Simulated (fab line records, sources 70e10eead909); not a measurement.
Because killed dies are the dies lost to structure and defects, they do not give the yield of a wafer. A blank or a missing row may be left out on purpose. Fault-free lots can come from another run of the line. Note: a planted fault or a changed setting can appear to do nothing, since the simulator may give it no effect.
Which tool is to blame?    flow nand harc    14 lots with 42 wafers sampled at 3 steps, on a route of 1302 steps

## WHAT THE GAUGES READ, wafer by wafer
NHARC_P_STI_OCD_MEAS_17.
lot   measured      on      trench depth nm (nm)  trench foot cd nm (nm)
L845  day 3 00:40   ocd-02  294 301 292           164.4 158.8 159.9
L846  day 3 10:00   ocd-02  302 297 298           156.8 157.7 157.7
L847  day 3 17:17   ocd-01  293 297 294           156.4 156.3 156.3
L849  day 4 12:28   ocd-01  295 297 295           158.0 155.6 157.6
L852  day 5 19:16   ocd-02  301 308 294           157.3 155.7 157.8
L854  day 6 16:17   ocd-02  297 297 298           156.8 154.4 157.1
L855  day 7 01:07   ocd-02  295 301 307           157.2 159.4 156.1
L857  day 7 21:08   ocd-01  311 303 294           155.9 156.4 159.1
L858  day 8 07:20   ocd-02  305 303 300           157.8 158.8 157.9
L859  day 8 15:32   ocd-01  294 299 298           159.5 158.1 156.2
L861  day 9 10:41   ocd-02  308 304 295           155.0 154.6 155.7
L862  day 9 23:22   ocd-01  293 296 296           156.3 154.4 155.2
L867  day 11 23:42  ocd-02  301 293 294           155.0 156.6 156.8
L868  day 12 09:29  ocd-01  304 307 307           154.9 153.0 152.7

NHARC_P_GATE_CD_MEAS_26: target cd 120 nm.
lot   measured      on         cd nm (nm)
L845  day 5 07:47   cd sem-03  119.9 120.8 120.5
L846  day 5 14:31   cd sem-02  119.8 120.9 119.5
L847  day 5 14:22   cd sem-01  119.6 119.1 120.0
L849  day 6 18:03   cd sem-02  120.6 119.5 120.2
L852  day 7 20:59   cd sem-01  119.6 119.1 120.5
L854  day 8 20:37   cd sem-03  119.9 120.6 120.7
L855  day 9 09:17   cd sem-02  119.9 119.0 120.2
L857  day 9 21:00   cd sem-03  120.6 120.0 119.9
L858  day 10 06:56  cd sem-03  120.4 120.8 120.1
L859  day 11 08:37  cd sem-03  120.5 119.6 120.0
L861  day 11 16:26  cd sem-03  138.7 138.6 138.7
L862  day 12 02:15  cd sem-03  139.5 139.3 138.8
L867  day 14 04:05  cd sem-02  120.8 119.9 120.9
L868  day 14 12:34  cd sem-03  120.0 120.3 119.9

## WHICH TOOL RAN EACH LOT (tool, then ch and the chambers of the sampled wafers, then the start)
lot   NHARC_P_GATE_EXPOSE_23
L845  arfi scanner-02 ch 0, day 5 07:40
L846  arfi scanner-02 ch 0, day 5 14:23
L847  arfi scanner-03 ch 0, day 5 14:14
L849  arfi scanner-01 ch 0, day 6 17:55
L852  arfi scanner-01 ch 0, day 7 20:50
L854  arfi scanner-03 ch 0, day 8 20:29
L855  arfi scanner-02 ch 0, day 9 09:08
L857  arfi scanner-01 ch 0, day 9 20:52
L858  arfi scanner-03 ch 0, day 10 06:48
L859  arfi scanner-02 ch 0, day 11 08:28
L861  arfi scanner-02 ch 0, day 11 16:17
L862  arfi scanner-02 ch 0, day 12 02:07
L867  arfi scanner-01 ch 0, day 14 03:58
L868  arfi scanner-01 ch 0, day 14 12:26
- NHARC_P_GATE_EXPOSE_23: exposes mask P GATE, target cd 120 nm.

## WHAT THE TOOLS THEMSELVES READ (means of the sampled wafers that have a number; where no wafer has one, the mark that the record gives instead)
NHARC_P_GATE_EXPOSE_23.
lot   tool             exposure dose mJ cm2
L845  arfi scanner-02  93.92
L846  arfi scanner-02  93.88
L847  arfi scanner-03  93.93
L849  arfi scanner-01  93.93
L852  arfi scanner-01  93.96
L854  arfi scanner-03  93.79
L855  arfi scanner-02  93.90
L857  arfi scanner-01  93.88
L858  arfi scanner-03  93.89
L859  arfi scanner-02  93.90
L861  arfi scanner-02  68.42
L862  arfi scanner-02  68.28
L867  arfi scanner-01  93.76
L868  arfi scanner-01  93.96

## THE ANSWER, worked out from the rows above alone
Rule: usual is defined by the lots themselves. Put in order of their means at a reading, lots are off if they are a third of the lots or fewer, leave a main group of 4 or more, and stand apart from it by a gap of 3 or more times the standard deviation of the main group's means; of several such gaps the widest counts. A main group whose means are all the same, to the digits that the tables above print for the reading, isn't used. A lot without any number at a reading at which 4 lots or more have one is off too. Any other lot the step has rows for is counted as sound. The gauges are gone through in route order, then the tools' own readings, and for those a lot's mean is taken as printed above. The first step at which some lot is off is used, and at that step the reading that is off furthest; a lot without a number counts as furthest.
Off: L861, L862 (NHARC_P_GATE_CD_MEAS_26, cd nm). The main group: mean 120.1 nm, standard deviation 0.3.
A tool fits if, at a process step before that reading, it ran every lot that is off, and no sound lot after the first of them. Not tried: the gauges at NHARC_P_GATE_CD_MEAS_26; whatever is off there is also off at NHARC_P_GATE_EXPOSE_23, on other tools, and gauge error can't account for it. One fits: arfi scanner-02 at NHARC_P_GATE_EXPOSE_23. Its last sound lot is L859 (day 11 08:28), its first lot that is off L861 (day 11 16:17): a fault that began between those two fits.
On the lots that are off, the tool's own readings at NHARC_P_GATE_EXPOSE_23 differ by more than 5 times the standard deviation of the sound lots' means, which bears it out; exposure dose mJ cm2 reads 68.35 there versus 93.89 on the sound lots.

## WHAT WAS PUT IN BY THE SIMULATOR
Process parameter drift: arfi scanner-02, from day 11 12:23 on, at NHARC_P_GATE_EXPOSE_23. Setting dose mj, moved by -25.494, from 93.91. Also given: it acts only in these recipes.
Lots struck among those shown: L861, L862. Same finding as the rule above.
